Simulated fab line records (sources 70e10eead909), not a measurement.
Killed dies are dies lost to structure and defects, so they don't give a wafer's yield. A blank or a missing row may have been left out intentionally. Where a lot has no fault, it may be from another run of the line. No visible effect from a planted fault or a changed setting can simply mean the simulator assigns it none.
Matching of chambers ; flow nand_harc ; 4 sister chambers for NHARC_A_STAIRCASE_ETCH_271 on rie_diel-11
The step etches the open film in CF4/CHF3. 16 wafers are shown with their chamber, then 8 later ones without.

## EACH WAFER AND ITS CHAMBER
wafer;chamber;showerhead_plenum_p_Torr (Torr);rf_vpp_V (V);oes_product_au (a.u.)
L074.2;0;1.50;368.2;0.985
L074.3;1;1.69;376.1;0.966
L074.6;1;1.69;374.8;0.955
L075.1;3;1.63;372.4;0.963
L075.4;2;1.67;373.4;0.957
L075.6;2;1.67;374.3;0.955
L077.1;0;1.50;369.5;0.995
L077.5;0;1.50;367.1;0.999
L077.6;3;1.63;373.8;0.982
L078.2;0;1.50;369.2;0.972
L078.5;2;1.67;373.0;0.978
L078.6;1;1.69;374.4;0.956
L083.1;1;1.68;373.1;0.948
L083.4;0;1.50;366.9;0.970
L083.6;2;1.67;373.3;0.955
L087.3;3;1.62;373.3;0.965

SIGNATURES, as means of the wafers listed above
reading;chamber 0;chamber 1;chamber 2;chamber 3;scatter within a chamber
showerhead_plenum_p_Torr;1.5000;1.6875;1.6700;1.6267;0.00344
rf_vpp_V;368.180;374.600;373.500;373.167;1
oes_product_au;0.98420;0.95625;0.96125;0.97000;0.011
Rule: for each reading, subtract the chamber's mean from the wafer's reading, divide by that reading's scatter and square the result; add these up over the readings and take the root, which gives the wafer's distance from the chamber. The wafer belongs to the nearest chamber; if the next one is less than 2 further off, it can't be placed. The scatter: take each reading less its chamber's mean, square it, sum over the shown wafers, divide by the number of wafers less the number of chambers, and take the root.

## WAFERS WITH NO CHAMBER GIVEN
wafer;showerhead_plenum_p_Torr (Torr);rf_vpp_V (V);oes_product_au (a.u.)
L087.5;1.68;376.3;0.980
L087.6;1.66;373.8;0.967
L093.1;1.67;374.2;0.972
L093.3;1.66;373.3;0.984
L093.4;1.49;367.0;0.974
L096.2;1.49;366.9;0.929
L096.3;1.61;373.2;0.929
L096.6;1.67;373.7;0.913

## THE CHAMBER EACH PASSED THROUGH
wafer;from the rows above;in truth
L087.5;can't be placed: 1 or 2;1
L087.6;2;2
L093.1;2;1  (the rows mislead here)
L093.3;2;2
L093.4;0;0
L096.2;0;0
L096.3;3;3
L096.6;2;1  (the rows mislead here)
Correct placement for 5 of the 8. Not placeable from these rows: 1 (in 1, the candidates include the true chamber). Number placed wrongly: 2.
